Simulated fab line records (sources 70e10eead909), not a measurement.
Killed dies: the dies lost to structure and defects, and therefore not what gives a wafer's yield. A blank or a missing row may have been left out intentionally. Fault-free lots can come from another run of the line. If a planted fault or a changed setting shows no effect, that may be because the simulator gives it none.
Matching of chambers | flow nand_harc | pecvd-03 running NHARC_A_CONTACT_DEP_29: 3 sister chambers
The step deposits SiON, target thk 100 nm. 3 wafers are shown with their chamber, then 8 later ones without.

WAFERS WITH THEIR CHAMBER
wafer  | chamber | heater_power_w (W)
L089.4 | 2       | 951
L089.5 | 1       | 809
L091.3 | 0       | 792

WAFERS WHOSE CHAMBER IS MISSING
wafer  | heater_power_w (W)
L091.4 | 891
L091.6 | 713
L092.2 | 833
L092.4 | 735
L092.6 | 845
L097.2 | 827
L097.4 | 799
L097.6 | 925

THE CHAMBER EACH PASSED THROUGH
wafer  | from the rows above          | in truth
L091.4 | can't be placed: 2 or 1 or 0 | 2
L091.6 | can't be placed: 0 or 1      | 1
L092.2 | can't be placed: 1 or 0      | 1
L092.4 | can't be placed: 0 or 1      | 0
L092.6 | can't be placed: 1 or 0 or 2 | 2
L097.2 | can't be placed: 1 or 0      | 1
L097.4 | can't be placed: 0 or 1      | 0
L097.6 | 2                            | 2
Correct placement for 1 of the 8. Not placeable from these rows: 7 (in 7, the candidates include the true chamber). Wrongly placed: 0.
How it was worked out, from the rows above alone: a wafer's distance from a chamber is the root of the sum, over the readings, of the square of ((its reading less the chamber's mean) divided by the reading's scatter). The wafer belongs to the nearest chamber; if the next one is less than 2 further off, it can't be placed. A chamber's mean is the mean of its shown wafers. The scatter: root of mean squared gap, hidden wafer to nearest shown wafer, with one shown wafer a chamber.
